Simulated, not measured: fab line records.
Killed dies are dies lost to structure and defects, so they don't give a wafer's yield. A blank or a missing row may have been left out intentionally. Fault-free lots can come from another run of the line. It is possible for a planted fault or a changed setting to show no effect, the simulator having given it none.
fab line records -- flow nand-harc
record lots=14, wafers=42, last-day=33
route steps=1302 shown A_CHANNEL_FILL_D2@616 THIN_TSV@1263 END@1302
lots with no fault: from the same line, run without faults
start-h: start of the lot's first displayed wafer, in hours after the record's first day -- wait-h: time in hours since the lot's previous step -- " repeats the value in the row above -- L1.1+2: one row covering several wafers at once -- - either no value or no given start -- * or withheld: withheld -- < > ~ a bound
route shown NAME@n: NAME is a module with steps in the file, n the number in the route of the first one -- usual: the fault-free wafers' mean and standard deviation -- same: alike in all rows -- chamber/n: place in a boat -- sites: each site's reading -- _std_site: standard deviation of those values -- _edge_site: mean of outer sites minus mean of inner sites -- radius-mm: for every site, how far away it sits from the centre of the wafer -- mask NAME#n: copy n -- behind: the last tool/chamber to shape the wafer -- hold: the reason the lot was held/the length of the hold in hours/how it ended -- device: the n, p or np transistor that did not switch -- end of line: tests of these same wafers at the route's end -- a step with no rows: only its recipe -- killed: not the wafer's yield, but the dies lost to structure and defects at the first sort -- map: dies across one wafer; x = killed, . = not, _ = none there
set.NAME: the setting that was run; set.NAME@STEP: the one run at that earlier step -- model.NAME: the simulator's own value behind a step, which no gauge read
route steps across a sampled set of lots; one table per step, one row per wafer
services: a tool's chamber out of use, with start hour (start-h, from the record's first day; less than 0 if before it), hours out, and reason
## steps
# step NHARC_A_CHANNEL_FILL_D2_ALD_16
# recipe target-thk-a=15, pulse-time-s=10, ald-cycles=15, temp-c=300, material=SiO2
# usual heater-power-outer-w=261/27, heater-power-w=460/35, precursor-pulse-height-rel=1.001/0.018, susceptor-temp-C=300.02/0.18
lot.wafer,tool,chamber,start-h,wait-h,heater-power-outer-w,heater-power-w,precursor-pulse-height-rel,susceptor-temp-C
L612.1,ald-hk-04,3,319.67,0.1,307,501,1.007,300.03
L612.6,ald-hk-04,2,319.67,0.1,305,491,1.018,300.14
L612.5,ald-hk-04,3,319.67,0.1,304,519,1.014,299.98
L614.3,ald-hk-03,3,346.51,0.6,290,511,1.021,300.18
L614.6,ald-hk-03,3,346.51,0.6,289,509,1.011,300.38
L614.5,ald-hk-03,0,346.51,0.6,257,519,0.976,300.24
L616.4,ald-hk-01,3,357.14,0.0,246,452,1.026,300.04
L616.1,ald-hk-01,2,357.14,0.0,256,460,0.998,299.88
L616.5,ald-hk-01,0,357.14,0.0,238,439,0.995,300.13
L618.3,ald-hk-01,2,369.39,0.1,255,461,1.010,300.12
L618.2,ald-hk-01,3,369.39,0.1,242,452,0.999,299.90
L618.4,ald-hk-01,0,369.39,0.1,243,445,0.994,299.81
L619.3,ald-hk-01,3,390.53,0.0,243,452,0.984,299.84
L619.4,ald-hk-01,2,390.53,0.0,257,462,0.994,300.02
L619.6,ald-hk-01,3,390.53,0.0,242,456,1.039,300.06
L620.4,ald-hk-01,3,396.31,0.1,240,456,0.980,300.20
L620.6,ald-hk-01,2,396.31,0.1,259,439,1.012,300.12
L620.5,ald-hk-01,3,396.31,0.1,246,458,1.017,300.19
L621.2,ald-hk-03,0,405.52,0.2,244,484,1.016,300.10
L621.1,ald-hk-03,1,405.52,0.2,252,475,1.000,299.95
L621.5,ald-hk-03,3,405.52,0.2,292,515,1.016,300.07
L622.2,ald-hk-04,0,417.07,0.1,267,452,0.982,299.93
L622.3,ald-hk-04,1,417.07,0.1,245,419,1.003,300.29
L622.6,ald-hk-04,2,417.07,0.1,307,497,0.991,299.95
L625.4,ald-hk-04,1,434.47,0.1,243,419,0.999,-
L625.3,ald-hk-04,3,434.47,0.1,303,502,1.016,-
L625.5,ald-hk-04,1,434.47,0.1,241,420,1.005,-
L627.4,ald-hk-04,1,460.02,0.0,241,421,1.010,299.95
L627.1,ald-hk-04,0,460.02,0.0,255,418,0.986,299.97
L627.6,ald-hk-04,1,460.02,0.0,246,429,0.992,299.59
L626.2,ald-hk-04,0,460.19,0.2,253,436,1.018,299.76
L626.4,ald-hk-04,1,460.19,0.2,247,423,1.011,299.86
L626.5,ald-hk-04,0,460.19,0.2,246,429,0.991,299.85
L632.4,ald-hk-04,0,523.44,0.1,254,425,1.008,300.12
L632.5,ald-hk-04,3,523.44,0.1,313,529,1.007,300.09
L632.6,ald-hk-04,0,523.44,0.1,250,430,0.998,300.35
L633.2,ald-hk-01,3,526.91,0.0,221,411,0.999,300.32
L633.4,ald-hk-01,0,526.91,0.0,252,454,1.004,299.79
L633.1,ald-hk-01,1,526.91,0.0,236,417,1.000,300.08
L635.4,ald-hk-04,3,543.35,0.1,321,528,0.958,299.91
L635.5,ald-hk-04,0,543.35,0.1,257,425,0.983,300.19
L635.6,ald-hk-04,1,543.35,0.1,244,427,1.019,299.79
# step NHARC_THIN_TSV_ETCH_15
# recipe target-depth-a=30000, bosch-target-overetch-cycles=2, bosch-etch-step-s=2.8, bosch-dep-step-s=1.2, bosch-cycles=14
# usual drypump-motor-current-A=5.8/0.39
lot.wafer,tool,chamber,start-h,wait-h,drypump-motor-current-A,rf-hours-counter-h
L612.1,rie-si-05,3,557.13,-,6.4,0.28
L612.5,rie-si-05,0,557.13,-,5.5,-
L612.6,rie-si-05,1,557.13,-,5.8,-
L614.3,rie-si-05,0,578.19,-,5.4,0.42
L614.5,rie-si-05,2,578.19,-,5.7,-
L614.6,rie-si-05,3,578.19,-,6.4,-
L616.4,rie-si-03,2,585.07,-,6.2,0
L616.1,rie-si-03,1,585.07,-,5.9,0
L616.5,rie-si-03,2,585.07,-,6.2,-
L618.4,rie-si-05,1,600.67,-,5.8,0.59
L618.2,rie-si-05,2,600.67,-,5.7,0.54
L618.3,rie-si-05,0,600.67,-,5.5,0.60
L620.4,rie-si-05,1,631.27,-,5.8,0.75
L620.5,rie-si-05,3,631.27,-,6.4,-
L620.6,rie-si-05,0,631.27,-,5.5,-
L619.3,rie-si-05,0,632.44,-,5.4,0.84
L619.4,rie-si-05,2,632.44,-,5.7,0.66
L619.6,rie-si-05,3,632.44,-,6.4,-
L621.1,rie-si-03,3,636.15,-,5.8,0.43
L621.2,rie-si-03,1,636.15,-,5.9,0.31
L621.5,rie-si-03,3,636.15,-,5.8,-
L622.3,rie-si-02,2,650.04,-,6.2,0.01
L622.2,rie-si-02,3,650.04,-,5.1,0.01
L622.6,rie-si-02,1,650.04,-,5.3,-
L625.4,rie-si-02,0,658.45,-,5.4,0.10
L625.3,rie-si-02,1,658.45,-,5.3,0.12
L625.5,rie-si-02,1,658.45,-,5.3,-
L627.1,rie-si-05,1,681.73,-,5.9,0.04
L627.4,rie-si-05,0,681.73,-,5.4,0.08
L627.6,rie-si-05,2,681.73,-,5.7,-
L626.4,rie-si-03,3,695.73,-,5.8,0.84
L626.2,rie-si-03,0,695.73,-,5.9,0.65
L626.5,rie-si-03,1,695.73,-,5.8,-
L633.2,rie-si-05,0,747.24,-,5.4,0.47
L633.4,rie-si-05,1,747.24,-,5.9,0.40
L633.1,rie-si-05,3,747.24,-,6.4,0.49
L632.4,rie-si-05,2,756.76,-,5.7,0.44
L632.5,rie-si-05,0,756.76,-,5.5,-
L632.6,rie-si-05,1,756.76,-,5.9,-
L635.4,rie-si-03,3,767.88,-,5.8,0.06
L635.5,rie-si-03,3,767.88,-,5.8,-
L635.6,rie-si-03,0,767.88,-,5.9,-
# step NHARC_THIN_TSV_STRIP_56
# recipe power-w=1500, temp-c=250, chemistry=O2
# usual drypump-motor-current-A=6.0/0.64, heater-power-w=322/12
lot.wafer,tool,chamber,start-h,wait-h,drypump-motor-current-A,heater-power-w,rf-hours-counter-h
L612.1,plasma-asher-01,1,562.93,0.1,5.0,316,4
L612.6,plasma-asher-01,0,562.93,0.1,6.2,321,-
L612.5,plasma-asher-01,1,562.93,0.1,5.0,311,-
L614.3,plasma-asher-01,0,584.03,0.2,6.2,316,-
L614.5,plasma-asher-01,1,584.03,0.2,5.1,310,-
L614.6,plasma-asher-01,0,584.03,0.2,6.3,318,-
L616.1,plasma-asher-02,0,590.82,0.1,6.4,345,33
L616.4,plasma-asher-02,1,590.82,0.1,6.7,355,-
L616.5,plasma-asher-02,1,590.82,0.1,6.7,365,-
L618.2,plasma-asher-01,1,610.74,0.1,5.0,312,15
L618.4,plasma-asher-01,0,610.74,0.1,6.2,318,-
L618.3,plasma-asher-01,1,610.74,0.1,5.1,312,-
L620.4,plasma-asher-01,0,636.96,0.2,6.3,316,-
L620.5,plasma-asher-01,0,636.96,0.2,6.2,309,-
L620.6,plasma-asher-01,1,636.96,0.2,5.1,306,-
L619.4,plasma-asher-02,0,638.20,0.2,6.3,332,-
L619.3,plasma-asher-02,1,638.20,0.2,6.7,315,-
L619.6,plasma-asher-02,0,638.20,0.2,6.3,334,-
L621.1,plasma-asher-01,1,642.01,0.1,5.1,312,25
L621.2,plasma-asher-01,0,642.01,0.1,6.3,322,25
L621.5,plasma-asher-01,0,642.01,0.1,6.3,319,-
L622.2,plasma-asher-01,1,655.90,0.2,5.1,310,28
L622.3,plasma-asher-01,0,655.90,0.2,6.2,316,-
L622.6,plasma-asher-01,1,655.90,0.2,5.1,309,-
L625.3,plasma-asher-02,1,664.27,0.2,6.7,324,-
L625.4,plasma-asher-02,0,664.27,0.2,6.3,329,-
L625.5,plasma-asher-02,1,664.27,0.2,6.7,321,-
L627.1,plasma-asher-01,1,687.39,0.1,5.0,315,33
L627.4,plasma-asher-01,0,687.39,0.1,6.3,315,-
L627.6,plasma-asher-01,1,687.39,0.1,5.0,314,-
L626.2,plasma-asher-02,0,701.54,0.2,6.4,331,16
L626.4,plasma-asher-02,0,701.54,0.2,6.4,333,-
L626.5,plasma-asher-02,0,701.54,0.2,6.4,326,-
L633.1,plasma-asher-01,0,753.26,0.1,6.2,317,10
L633.2,plasma-asher-01,1,753.26,0.1,5.1,301,10
L633.4,plasma-asher-01,1,753.26,0.1,5.1,297,-
L632.4,plasma-asher-02,1,764.08,0.2,6.7,313,-
L632.6,plasma-asher-02,1,764.08,0.2,6.7,321,-
L632.5,plasma-asher-02,0,764.08,0.2,6.3,336,-
L635.4,plasma-asher-02,1,773.97,0.2,6.7,325,-
L635.5,plasma-asher-02,0,773.97,0.2,6.3,337,-
L635.6,plasma-asher-02,1,773.97,0.2,6.7,319,-
# step NHARC_END_SORT_01
# recipe temp-c=25
# usual killed-at-array=50/20, killed-at-other=1.2/1.5, killed-at-periphery=3.6/2.6, killed-dies=55/20, killed-open=3.4/2, killed-short=2.7/1.6
# same gross-dies=677
lot.wafer,tool,chamber,start-h,wait-h,killed-at-array,killed-at-other,killed-at-periphery,killed-dies,killed-open,killed-short
L612.1,prober-02,0,574.21,2.5,8,2,5,15,5,2
L612.5,prober-02,0,577.39,3.7,15,2,0,17,3,3
L612.6,prober-02,0,578.19,4.0,10,3,4,17,4,2
L614.3,prober-02,0,597.23,3.1,53,0,5,58,3,1
L614.5,prober-02,0,598.82,3.7,66,1,4,71,1,5
L614.6,prober-02,0,599.61,4.0,57,0,6,63,4,0
L616.1,prober-01,0,603.29,2.5,55,4,1,60,1,1
L616.4,prober-01,0,605.69,3.4,49,4,0,53,2,1
L616.5,prober-01,0,606.49,3.7,57,5,4,66,4,5
L618.2,prober-02,0,620.55,2.8,51,0,5,56,1,3
L618.3,prober-02,0,621.34,3.1,59,0,4,63,3,6
L618.4,prober-02,0,622.12,3.4,57,0,3,60,2,2
L619.3,prober-02,0,646.86,3.1,63,0,4,67,7,4
L619.4,prober-02,0,647.66,3.4,69,0,2,71,1,3
L619.6,prober-02,0,649.27,4.0,59,0,2,61,5,2
L620.4,prober-01,0,647.60,3.4,29,0,4,33,4,1
L620.5,prober-01,0,648.39,3.7,32,0,2,34,5,0
L620.6,prober-01,0,649.19,4.0,25,0,3,28,1,3
L621.1,prober-01,0,652.97,2.5,38,1,4,43,3,0
L621.2,prober-01,0,653.77,2.8,16,3,6,25,0,2
L621.5,prober-01,0,656.17,3.7,32,7,2,41,2,2
L622.2,prober-02,0,665.18,2.9,41,0,4,45,3,3
L622.3,prober-02,0,666.00,3.2,40,0,2,42,3,2
L622.6,prober-02,0,668.45,4.1,50,2,2,54,3,4
L625.3,prober-02,0,673.84,3.1,77,1,3,81,2,4
L625.4,prober-02,0,674.63,3.4,70,4,3,77,4,2
L625.5,prober-02,0,675.43,3.7,95,2,1,98,5,3
L627.1,prober-01,0,697.48,2.5,118,1,5,124,1,2
L627.4,prober-01,0,699.89,3.4,124,0,5,129,2,1
L627.6,prober-01,0,701.50,4.0,95,0,3,98,3,2
L626.2,prober-02,0,712.63,2.8,109,0,7,116,0,3
L626.4,prober-02,0,714.22,3.4,116,0,12,128,6,2
L626.5,prober-02,0,715.01,3.7,110,1,8,119,1,2
L633.1,prober-01,0,761.73,2.5,24,3,3,30,4,3
L633.2,prober-01,0,762.53,2.8,19,2,2,23,5,0
L633.4,prober-01,0,764.13,3.4,23,1,3,27,4,1
L632.4,prober-02,0,774.88,3.4,69,4,4,77,1,3
L632.5,prober-02,0,775.68,3.7,31,3,4,38,4,3
L632.6,prober-02,0,776.48,4.0,66,1,7,74,2,3
L635.4,prober-02,0,783.12,3.4,26,1,1,28,0,2
L635.5,prober-02,0,783.92,3.7,67,6,6,79,8,1
L635.6,prober-02,0,784.71,4.0,55,0,4,59,6,5
# killed by level:class
L612.1 P_CONTACT:geometric-particle:open=3 A_CONTACT:chamber-film-flake=2 THIN_TSV:chamber-film-flake=2 P_M2:geometric-particle:short=1 A_ONON_D2:geometric-particle:short=1 A_CONTACT:geometric-particle:open=1 A_M0:geometric-particle:open=1 P_CONTACT:chamber-film-flake=1
L612.5 A_CHANNEL_HOLE_D2:chamber-film-flake=4 A_ONON_D1:geometric-particle:short=2 A_CHANNEL_HOLE_D1:chamber-film-flake=2 THIN_TSV:chamber-film-flake=2 A_DECK1_JOINT:geometric-particle:open=1 A_ONON_D2:geometric-particle:open=1 A_ONON_D2:geometric-particle:short=1 A_WL_FILL:geometric-particle:open=1
L612.6 A_CHANNEL_HOLE_D2:chamber-film-flake=2 A_CONTACT:chamber-film-flake=2 THIN_TSV:chamber-film-flake=2 P_M1:geometric-particle:open=1 A_ONON_D1:geometric-particle:open=1 A_CHANNEL_FILL_D1:geometric-particle:open=1 A_SGD_CUT:geometric-particle:short=1 A_BLC:geometric-particle:open=1
L614.3 A_CHANNEL_HOLE_D2:chamber-film-flake=33 A_SLIT:chamber-film-flake=6 P_BONDPAD:chamber-film-flake=3 A_STAIRCASE:chamber-film-flake=3 A_CONTACT:chamber-film-flake=3 A_CHANNEL_FILL_D1:geometric-particle:open=2 A_DECK1_JOINT:chamber-film-flake=2 P_CONTACT:geometric-particle:open=1
L614.5 A_CHANNEL_HOLE_D2:chamber-film-flake=31 A_SLIT:chamber-film-flake=22 A_M0:chamber-film-flake=5 P_BONDPAD:chamber-film-flake=3 A_STAIRCASE:chamber-film-flake=2 P_CONTACT:geometric-particle:short=1 A_ONON_D1:geometric-particle:short=1 A_CHANNEL_HOLE_D1:geometric-particle:short=1
L614.6 A_CHANNEL_HOLE_D2:chamber-film-flake=38 A_SLIT:chamber-film-flake=8 A_CHANNEL_HOLE_D1:chamber-film-flake=4 A_M0:chamber-film-flake=3 P_GATE:chamber-film-flake=2 P_BONDPAD:chamber-film-flake=2 A_STAIRCASE:chamber-film-flake=2 P_M0:geometric-particle:open=1
L616.1 A_CHANNEL_HOLE_D1:chamber-film-flake=31 A_CHANNEL_HOLE_D2:chamber-film-flake=13 THIN_TSV:chamber-film-flake=4 A_STAIRCASE:chamber-film-flake=3 A_CONTACT:chamber-film-flake=3 A_CHANNEL_FILL_D1:chamber-film-flake=2 P_STI:geometric-particle:open=1 A_CHANNEL_FILL_D1:geometric-particle:short=1
L616.4 A_CHANNEL_HOLE_D1:chamber-film-flake=33 A_CHANNEL_HOLE_D2:chamber-film-flake=5 A_STAIRCASE:chamber-film-flake=4 THIN_TSV:chamber-film-flake=2 A_ONON_D2:geometric-particle:open=1 A_CONTACT:geometric-particle:short=1 STARTING-WAFER:geometric-particle:open=1 A_ZERO_WELL:chamber-film-flake=1
L616.5 A_CHANNEL_HOLE_D1:chamber-film-flake=34 A_CHANNEL_HOLE_D2:chamber-film-flake=7 THIN_TSV:chamber-film-flake=5 A_STAIRCASE:chamber-film-flake=4 A_CONTACT:chamber-film-flake=3 P_CONTACT:geometric-particle:open=2 A_CHANNEL_FILL_D2:geometric-particle:short=2 P_STI:geometric-particle:open=1
L618.2 A_CHANNEL_HOLE_D1:chamber-film-flake=31 A_CHANNEL_HOLE_D2:chamber-film-flake=4 A_STAIRCASE:chamber-film-flake=4 P_GATE:chamber-film-flake=3 A_CONTACT:chamber-film-flake=3 A_SGD_CUT:chamber-film-flake=2 A_BLC:chamber-film-flake=2 P_M0:geometric-particle:short=1
L618.3 A_CHANNEL_HOLE_D1:chamber-film-flake=23 A_CHANNEL_HOLE_D2:chamber-film-flake=10 A_CONTACT:chamber-film-flake=5 A_BLC:chamber-film-flake=4 A_WL_FILL:chamber-film-flake=3 A_STAIRCASE:chamber-film-flake=3 P_BONDPAD:chamber-film-flake=2 A_SGD_CUT:chamber-film-flake=2
L618.4 A_CHANNEL_HOLE_D1:chamber-film-flake=28 A_CONTACT:chamber-film-flake=8 A_CHANNEL_HOLE_D2:chamber-film-flake=5 A_STAIRCASE:chamber-film-flake=4 P_BONDPAD:chamber-film-flake=3 A_SGD_CUT:chamber-film-flake=3 A_WL_FILL:chamber-film-flake=3 A_SOURCE_PLATE:geometric-particle:short=1
L619.3 A_CHANNEL_HOLE_D2:chamber-film-flake=34 A_SLIT:chamber-film-flake=8 A_CONTACT:chamber-film-flake=8 A_M0:geometric-particle:open=2 P_M2:chamber-film-flake=2 A_WL_FILL:chamber-film-flake=2 P_STI:geometric-particle:short=1 P_M0:geometric-particle:open=1
L620.4 A_CHANNEL_HOLE_D2:chamber-film-flake=11 A_SLIT:chamber-film-flake=3 A_WL_FILL:chamber-film-flake=3 A_M0:chamber-film-flake=3 A_CONTACT:chamber-film-flake=2 P_M0:geometric-particle:open=1 P_BONDPAD:geometric-particle:open=1 A_ONON_D2:geometric-particle:open=1
L619.4 A_SLIT:chamber-film-flake=30 A_CHANNEL_HOLE_D2:chamber-film-flake=23 A_CONTACT:chamber-film-flake=6 A_CHANNEL_HOLE_D1:chamber-film-flake=3 P_GATE:chamber-film-flake=2 A_CHANNEL_FILL_D1:geometric-particle:short=1 A_DECK1_JOINT:geometric-particle:short=1 A_CONTACT:geometric-particle:open=1
L620.5 A_CHANNEL_HOLE_D2:chamber-film-flake=10 A_WL_FILL:chamber-film-flake=8 A_STAIRCASE:chamber-film-flake=6 A_CHANNEL_HOLE_D1:chamber-film-flake=2 P_GATE:geometric-particle:open=1 A_SGD_CUT:geometric-particle:open=1 A_WL_FILL:geometric-particle:open=1 A_CONTACT:geometric-particle:open=1
L620.6 A_WL_FILL:chamber-film-flake=7 A_M0:chamber-film-flake=5 A_CHANNEL_HOLE_D2:chamber-film-flake=4 P_CONTACT:geometric-particle:short=2 A_ZERO_WELL:chamber-film-flake=2 A_CONTACT:chamber-film-flake=2 A_ONON_D2:geometric-particle:short=1 A_CHANNEL_FILL_D2:geometric-particle:open=1
L619.6 A_CHANNEL_HOLE_D2:chamber-film-flake=35 A_SLIT:chamber-film-flake=11 A_CONTACT:chamber-film-flake=5 A_CHANNEL_FILL_D2:geometric-particle:open=2 P_CONTACT:geometric-particle:open=1 A_ONON_D1:geometric-particle:open=1 A_CHANNEL_FILL_D1:geometric-particle:short=1 A_DECK1_JOINT:geometric-particle:short=1
L621.1 A_CHANNEL_HOLE_D2:chamber-film-flake=13 A_CONTACT:chamber-film-flake=7 A_CHANNEL_FILL_D2:chamber-film-flake=4 A_CHANNEL_HOLE_D1:chamber-film-flake=3 A_CHANNEL_FILL_D1:chamber-film-flake=3 A_STAIRCASE:chamber-film-flake=3 A_BLC:geometric-particle:open=2 P_ZERO_WELL:chamber-film-flake=2
L621.2 A_CHANNEL_HOLE_D2:chamber-film-flake=4 A_CONTACT:chamber-film-flake=4 A_STAIRCASE:chamber-film-flake=3 THIN_TSV:chamber-film-flake=3 P_ZERO_WELL:chamber-film-flake=2 P_M1:chamber-film-flake=2 A_CHANNEL_FILL_D1:chamber-film-flake=2 P_M2:geometric-particle:short=1
L621.5 A_CONTACT:chamber-film-flake=10 A_CHANNEL_HOLE_D1:chamber-film-flake=8 THIN_TSV:chamber-film-flake=7 A_CHANNEL_HOLE_D2:chamber-film-flake=5 A_DECK1_JOINT:geometric-particle:short=1 A_WL_FILL:geometric-particle:short=1 A_M0:geometric-particle:open=1 A_M1:geometric-particle:open=1
L622.2 A_CHANNEL_HOLE_D1:chamber-film-flake=35 P_CONTACT:geometric-particle:open=2 P_M1:geometric-particle:short=1 A_CHANNEL_HOLE_D1:geometric-particle:short=1 A_ONON_D2:geometric-particle:short=1 A_M0:geometric-particle:open=1 P_STI:chamber-film-flake=1 A_SLIT:chamber-film-flake=1
L622.3 A_CHANNEL_HOLE_D1:chamber-film-flake=33 A_CONTACT:chamber-film-flake=2 P_M0:geometric-particle:open=1 A_CHANNEL_HOLE_D1:geometric-particle:open=1 A_CHANNEL_FILL_D1:geometric-particle:open=1 A_CHANNEL_FILL_D1:geometric-particle:short=1 A_M0:geometric-particle:short=1 P_GATE:chamber-film-flake=1
L622.6 A_CHANNEL_HOLE_D1:chamber-film-flake=40 A_ZERO_WELL:chamber-film-flake=2 A_SLIT:chamber-film-flake=2 THIN_TSV:chamber-film-flake=2 P_GATE:geometric-particle:short=1 P_CONTACT:geometric-particle:open=1 A_SOURCE_PLATE:geometric-particle:open=1 A_ONON_D1:geometric-particle:short=1
L625.3 A_CHANNEL_HOLE_D1:chamber-film-flake=29 A_SLIT:chamber-film-flake=28 A_CONTACT:chamber-film-flake=5 A_DECK1_JOINT:chamber-film-flake=4 A_DECK1_JOINT:geometric-particle:short=2 A_STAIRCASE:chamber-film-flake=2 A_M1:chamber-film-flake=2 P_M0:geometric-particle:open=1
L625.4 A_CHANNEL_HOLE_D1:chamber-film-flake=39 A_SLIT:chamber-film-flake=9 A_CONTACT:chamber-film-flake=6 THIN_TSV:chamber-film-flake=4 A_STAIRCASE:chamber-film-flake=3 A_WL_FILL:chamber-film-flake=3 A_M1:chamber-film-flake=3 P_CONTACT:geometric-particle:open=2
L625.5 A_SLIT:chamber-film-flake=32 A_CHANNEL_HOLE_D1:chamber-film-flake=30 A_M1:chamber-film-flake=6 A_ZERO_WELL:chamber-film-flake=5 A_CONTACT:chamber-film-flake=5 A_ONON_D1:geometric-particle:open=3 A_WL_FILL:chamber-film-flake=3 A_CHANNEL_FILL_D1:chamber-film-flake=2
L627.1 A_CHANNEL_FILL_D2:unspecified=66 A_SLIT:chamber-film-flake=27 A_CHANNEL_HOLE_D2:chamber-film-flake=14 A_CHANNEL_HOLE_D1:chamber-film-flake=3 A_CONTACT:chamber-film-flake=3 P_GATE:chamber-film-flake=2 P_BONDPAD:chamber-film-flake=2 A_DECK1_JOINT:chamber-film-flake=2
L627.4 A_CHANNEL_FILL_D2:unspecified=65 A_SLIT:chamber-film-flake=39 A_CHANNEL_HOLE_D2:chamber-film-flake=5 A_CHANNEL_FILL_D1:chamber-film-flake=4 A_CHANNEL_HOLE_D1:chamber-film-flake=3 A_CONTACT:chamber-film-flake=3 P_BONDPAD:chamber-film-flake=2 P_STI:geometric-particle:short=1
L627.6 A_CHANNEL_FILL_D2:unspecified=72 A_SLIT:chamber-film-flake=7 A_CONTACT:chamber-film-flake=5 P_GATE:chamber-film-flake=2 A_CHANNEL_HOLE_D2:chamber-film-flake=2 A_CHANNEL_HOLE_D1:geometric-particle:open=1 A_CHANNEL_FILL_D1:geometric-particle:short=1 A_ONON_D2:geometric-particle:open=1
L626.2 A_CHANNEL_FILL_D2:unspecified=71 A_CHANNEL_HOLE_D1:chamber-film-flake=30 P_GATE:chamber-film-flake=4 A_DECK1_JOINT:geometric-particle:short=2 P_BONDPAD:chamber-film-flake=2 A_SLIT:chamber-film-flake=2 A_STAIRCASE:chamber-film-flake=2 A_CHANNEL_FILL_D1:geometric-particle:short=1
L626.4 A_CHANNEL_FILL_D2:unspecified=70 A_CHANNEL_HOLE_D1:chamber-film-flake=36 P_BONDPAD:chamber-film-flake=5 P_GATE:chamber-film-flake=2 P_M0:chamber-film-flake=2 A_SLIT:chamber-film-flake=2 P_GATE:geometric-particle:open=1 P_M1:geometric-particle:open=1
L626.5 A_CHANNEL_FILL_D2:unspecified=69 A_CHANNEL_HOLE_D1:chamber-film-flake=34 P_M0:chamber-film-flake=4 P_GATE:chamber-film-flake=3 A_STAIRCASE:chamber-film-flake=3 A_DECK1_JOINT:geometric-particle:short=2 A_ONON_D2:geometric-particle:open=1 P_BONDPAD:chamber-film-flake=1
L633.1 A_STAIRCASE:chamber-film-flake=7 A_SLIT:chamber-film-flake=6 THIN_TSV:chamber-film-flake=3 A_CONTACT:chamber-film-flake=2 P_GATE:geometric-particle:open=1 P_M0:geometric-particle:open=1 P_M1:geometric-particle:open=1 A_CHANNEL_FILL_D1:geometric-particle:short=1
L633.2 A_STAIRCASE:chamber-film-flake=7 A_SLIT:chamber-film-flake=5 A_BLC:geometric-particle:open=2 P_GATE:chamber-film-flake=2 A_DECK1_JOINT:chamber-film-flake=2 A_CHANNEL_FILL_D1:geometric-particle:open=1 A_CONTACT:geometric-particle:open=1 STARTING-WAFER:geometric-particle:open=1
L633.4 A_STAIRCASE:chamber-film-flake=7 A_SLIT:chamber-film-flake=4 A_CHANNEL_HOLE_D2:chamber-film-flake=2 A_ONON_D2:geometric-particle:open=1 A_ONON_D2:geometric-particle:short=1 A_CONTACT:geometric-particle:open=1 A_BLC:geometric-particle:open=1 A_M0:geometric-particle:open=1
L632.4 A_SLIT:chamber-film-flake=27 A_CHANNEL_HOLE_D2:chamber-film-flake=20 A_CHANNEL_HOLE_D1:chamber-film-flake=7 A_CONTACT:chamber-film-flake=7 THIN_TSV:chamber-film-flake=4 A_SGD_CUT:geometric-particle:short=2 P_ZERO_WELL:chamber-film-flake=2 A_STAIRCASE:chamber-film-flake=2
L632.5 A_CONTACT:chamber-film-flake=7 A_SLIT:chamber-film-flake=7 A_CHANNEL_HOLE_D2:chamber-film-flake=6 A_STAIRCASE:chamber-film-flake=3 THIN_TSV:chamber-film-flake=3 A_CHANNEL_HOLE_D1:chamber-film-flake=2 P_CONTACT:geometric-particle:open=1 P_CONTACT:geometric-particle:short=1
L632.6 A_SLIT:chamber-film-flake=20 A_CHANNEL_HOLE_D2:chamber-film-flake=19 A_CHANNEL_HOLE_D1:chamber-film-flake=10 A_STAIRCASE:chamber-film-flake=7 A_CONTACT:chamber-film-flake=6 P_ZERO_WELL:chamber-film-flake=4 P_M0:geometric-particle:short=1 P_M2:geometric-particle:open=1
L635.4 A_SLIT:chamber-film-flake=10 A_STAIRCASE:chamber-film-flake=5 A_CONTACT:chamber-film-flake=4 A_CHANNEL_HOLE_D1:chamber-film-flake=2 A_CHANNEL_HOLE_D2:chamber-film-flake=2 A_CHANNEL_FILL_D2:geometric-particle:short=1 A_WL_FILL:geometric-particle:short=1 P_GATE:chamber-film-flake=1
L635.5 A_CHANNEL_HOLE_D2:chamber-film-flake=32 A_SLIT:chamber-film-flake=14 A_STAIRCASE:chamber-film-flake=6 A_CONTACT:chamber-film-flake=6 THIN_TSV:chamber-film-flake=6 P_M0:geometric-particle:open=3 P_STI:chamber-film-flake=2 A_ZERO_WELL:chamber-film-flake=2
L635.6 A_SLIT:chamber-film-flake=25 A_CHANNEL_HOLE_D2:chamber-film-flake=8 A_CONTACT:chamber-film-flake=6 A_STAIRCASE:chamber-film-flake=5 A_CHANNEL_FILL_D2:geometric-particle:open=2 P_GATE:chamber-film-flake=2 A_CHANNEL_HOLE_D1:chamber-film-flake=2 P_CONTACT:geometric-particle:short=1
## services
tool,chamber,start-h,hours,kind
ald-hk-01,-,298.55,10.0,pm
rie-si-05,-,305.00,9.0,pm
plasma-asher-01,-,307.45,13.0,repair
rie-si-03,1,314.33,2.0,repair
plasma-asher-01,-,349.32,9.0,pm
ald-hk-04,-,362.84,1.4,repair
rie-si-03,-,398.00,9.0,pm
ald-hk-04,-,406.70,0.8,repair
plasma-asher-02,-,426.00,9.0,pm
plasma-asher-01,-,441.75,8.2,repair
ald-hk-01,-,476.55,10.0,pm
rie-si-05,-,482.00,9.0,pm
plasma-asher-01,-,526.32,9.0,pm
rie-si-03,-,575.00,9.0,pm
rie-si-05,2,602.34,7.5,repair
plasma-asher-02,-,603.00,9.0,pm
rie-si-03,0,619.38,6.4,repair
ald-hk-04,-,619.89,10.0,pm
ald-hk-04,-,650.08,1.0,repair
ald-hk-01,-,654.55,10.0,pm
rie-si-05,-,659.00,9.0,pm
rie-si-05,-,676.48,0.2,repair
rie-si-03,-,685.28,0.2,repair
plasma-asher-01,-,703.70,9.0,pm
## key
first-sign step=NHARC_END_SORT_01, reading=killed-dies, direction=up, sigmas=3.2, usual=55, struck=119
effect step=NHARC_END_SORT_01, reading=killed-at-array, direction=up, sigmas=3.1, usual=50, struck=112
more-kills-born-at NHARC_A_CHANNEL_FILL_D2_ALD_16@ald-hk-04=413
met-at NHARC_A_CHANNEL_FILL_D2_ALD_16
struck-lots L626,L627
tester-left-out L626,L627
not-acting-at NHARC_THIN_TSV_ETCH_15,NHARC_THIN_TSV_STRIP_56
onset-between 434.47 460.02
fault kind=chamber-particle-source, tool=ald-hk-04, chamber=-, onset-h=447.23, steps=NHARC_A_CHANNEL_FILL_D2_ALD_16, rate-per-visit-cm2=0.64001, end-h=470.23
# tester-left-out: of these lots the tester's yield and bins aren't shown, on N5 and GAA mostly nor the transistor test; their killed dies are dies lost to structure and defects alone, not to doping, threshold or leakage, so they don't give the yield
